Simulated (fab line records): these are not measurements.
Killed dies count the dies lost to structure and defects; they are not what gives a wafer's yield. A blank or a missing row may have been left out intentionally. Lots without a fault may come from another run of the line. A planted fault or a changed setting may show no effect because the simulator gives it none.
Chamber matching -- flow nand harc -- NHARC_A_CONTACT_DEP_85 on pecvd-04 has 3 sister chambers
The step deposits SiON, target thk 60 nm. 18 wafers are shown with their chamber, then 9 later ones without.

WAFERS, EACH WITH ITS CHAMBER
wafer,chamber,heater power w (W)
L076.2,2,710
L076.5,2,731
L076.6,0,704
L082.1,0,633
L082.2,2,822
L082.6,2,812
L080.1,2,773
L080.3,1,685
L080.6,1,672
L083.1,2,736
L083.3,1,769
L083.5,1,767
L090.1,1,740
L090.4,1,742
L090.5,2,678
L091.2,0,655
L091.4,0,670
L091.5,2,712

SIGNATURES, as means of the wafers listed above
reading,chamber 0,chamber 1,chamber 2,scatter within a chamber
heater power w,665.50,729.17,746.75,44.3
Rule: distance of a wafer from a chamber = root of the sum over the readings of ((wafer's reading minus chamber's mean) / reading's scatter) squared. The wafer belongs to the nearest chamber; if the next one is less than 2 further off, it can't be placed. How the scatter is found: for the shown wafers, subtract from each reading the mean of its chamber, square and add these, divide the total by (wafers less chambers), then take the root.

WAFERS WITH NO CHAMBER GIVEN
wafer,heater power w (W)
L093.1,674
L093.4,737
L093.5,688
L095.2,719
L095.3,626
L095.6,780
L096.1,668
L096.5,800
L096.6,686

CHAMBER TAKEN BY EACH
wafer,from the rows above,in truth
L093.1,can't be placed: 0 or 1 or 2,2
L093.4,can't be placed: 1 or 2 or 0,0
L093.5,can't be placed: 0 or 1 or 2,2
L095.2,can't be placed: 1 or 2 or 0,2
L095.3,can't be placed: 0 or 1 or 2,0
L095.6,can't be placed: 2 or 1 or 0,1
L096.1,can't be placed: 0 or 1 or 2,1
L096.5,can't be placed: 2 or 1 or 0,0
L096.6,can't be placed: 0 or 1 or 2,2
Placed correctly: 0 of 9. Unplaceable from these rows: 9, with the true chamber sitting among the candidates in 9. Placed wrongly: 0.
